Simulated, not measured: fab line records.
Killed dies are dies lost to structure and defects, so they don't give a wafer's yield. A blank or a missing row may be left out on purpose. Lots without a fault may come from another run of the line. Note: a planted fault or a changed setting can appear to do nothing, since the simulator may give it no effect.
Shared-tool check	flow n5-finfet	Sampled: 9 lots, 27 wafers

WHY IT WAS OPENED
Flagged at N5_ILD0_THK_MEAS_08: reading thk-nm, on 3 of 9 lots. No-fault wafers: 139.2 nm, standard deviation 0.97.
Rule: a lot is flagged in two cases, either no wafer of it has a number, or all its wafers with numbers fall more than 4 standard deviations from that mean. All remaining lots are regarded as sound.

lot	measured	on	thk-nm (nm), wafer by wafer	flag
L183	day 3 20:41	film-metro-01	138.8 138.5 138.3	
L186	day 4 12:37	film-metro-01	141.0 140.5 139.4	
L187	day 4 21:33	film-metro-01	138.9 139.6 138.5	
L189	day 5 07:11	film-metro-01	138.5 139.4 138.4	
L191	day 5 21:44	film-metro-01	140.1 138.5 136.7	
L198	day 7 15:32	film-metro-02	195.5 196.5 197.4	FLAGGED
L199	day 7 22:38	film-metro-01	196.9 197.7 197.5	FLAGGED
L200	day 8 01:57	film-metro-02	197.5 197.5 199.0	FLAGGED
L205	day 10 03:23	film-metro-01	138.6 138.4 138.9	
Average over the flagged lots: 197.3 nm; offset from the usual +58.1 nm, equal to +60 standard deviations.

TOOL THAT RAN EACH LOT
4 process steps preceding the reading are held in the record, out of 1938 steps in the route. Each cell gives the tool, then ch followed by the chambers the sampled wafers passed through, then the start.
lot	flag	N5_SD_EPI_P_ETCH_36	N5_SD_EPI_P_ETCH_37	N5_SD_EPI_P_ETCHBACK_46	N5_ILD0_CMP_07
L183		rie-diel-02 ch 0,2, day 3 11:49	rie-diel-02 ch 0,2, day 3 11:54	rie-diel-02 ch 0,2, day 3 12:23	cmp-01 ch 1,3, day 3 20:24
L186		rie-diel-06 ch 1,2, day 4 04:59	rie-diel-06 ch 1,2, day 4 05:02	rie-diel-06 ch 1,2, day 4 05:22	cmp-02 ch 0,3, day 4 12:20
L187		rie-diel-06 ch 0,2,3, day 4 13:38	rie-diel-06 ch 0,2,3, day 4 13:41	rie-diel-06 ch 0,2,3, day 4 14:01	cmp-02 ch 0,2,3, day 4 21:22
L189		rie-diel-05 ch 0,1,2, day 4 23:25	rie-diel-05 ch 0,1,2, day 4 23:28	rie-diel-05 ch 0,1,2, day 4 23:47	cmp-02 ch 1,2,3, day 5 06:56
L191		rie-diel-06 ch 0,3, day 5 14:07	rie-diel-06 ch 0,3, day 5 14:11	rie-diel-06 ch 0,3, day 5 14:30	cmp-04 ch 1,3, day 5 21:27
L198	FLAGGED	rie-diel-05 ch 0,3, day 7 06:13	rie-diel-05 ch 0,3, day 7 06:16	rie-diel-05 ch 0,3, day 7 06:35	cmp-04 ch 0,1,2, day 7 15:21
L199	FLAGGED	rie-diel-05 ch 0,3, day 7 15:11	rie-diel-05 ch 0,3, day 7 15:14	rie-diel-05 ch 0,3, day 7 15:34	cmp-02 ch 0,1,3, day 7 22:21
L200	FLAGGED	rie-diel-02 ch 1,2, day 7 18:20	rie-diel-02 ch 1,2, day 7 18:24	rie-diel-02 ch 1,2, day 7 18:43	cmp-02 ch 0,3, day 8 01:39
L205		rie-diel-05 ch 0,2,3, day 9 03:47	rie-diel-05 ch 0,2,3, day 9 03:51	rie-diel-05 ch 0,2,3, day 9 04:10	cmp-04 ch 0,2,3, day 10 03:06
What these steps do:
- N5_SD_EPI_P_ETCH_36: etches SiARC in CF4, target depth 45.5 nm, time 75.8 s.
- N5_SD_EPI_P_ETCH_37: etches SOC in N2/H2, overetch 108 nm, time 486 s.
- N5_SD_EPI_P_ETCHBACK_46: etches SiNx in CH3F/O2, stops on SiO2, target depth 17.5 nm.
- N5_ILD0_CMP_07: polishes SiO2 flowable, stops on poly-Si, t overpolish 1.18 s, target thk 138.88 nm.
- N5_ILD0_THK_MEAS_08

FLAGGED AGAINST TOTAL, ONE TOOL AT A TIME (gauges that did the reading follow at the end)
step	tool	lots run	flagged	share of the flagged lots	sound lots run after its first flagged lot
N5_SD_EPI_P_ETCH_36	rie-diel-02	2	1	some	0
N5_SD_EPI_P_ETCH_36	rie-diel-05	4	2	some	1 (L205)
N5_SD_EPI_P_ETCH_36	rie-diel-06	3	0	none	-
N5_SD_EPI_P_ETCH_37	rie-diel-02	2	1	some	0
N5_SD_EPI_P_ETCH_37	rie-diel-05	4	2	some	1 (L205)
N5_SD_EPI_P_ETCH_37	rie-diel-06	3	0	none	-
N5_SD_EPI_P_ETCHBACK_46	rie-diel-02	2	1	some	0
N5_SD_EPI_P_ETCHBACK_46	rie-diel-05	4	2	some	1 (L205)
N5_SD_EPI_P_ETCHBACK_46	rie-diel-06	3	0	none	-
N5_ILD0_CMP_07	cmp-01	1	0	none	-
N5_ILD0_CMP_07	cmp-02	5	2	some	0
N5_ILD0_CMP_07	cmp-04	3	1	some	1 (L205)
N5_ILD0_THK_MEAS_08	film-metro-01	7	1	some	1 (L205)
N5_ILD0_THK_MEAS_08	film-metro-02	2	2	some	0

WHAT THE TABLE ALLOWS
No row of the table ran every flagged lot.

WHAT WAS PUT IN BY THE SIMULATOR
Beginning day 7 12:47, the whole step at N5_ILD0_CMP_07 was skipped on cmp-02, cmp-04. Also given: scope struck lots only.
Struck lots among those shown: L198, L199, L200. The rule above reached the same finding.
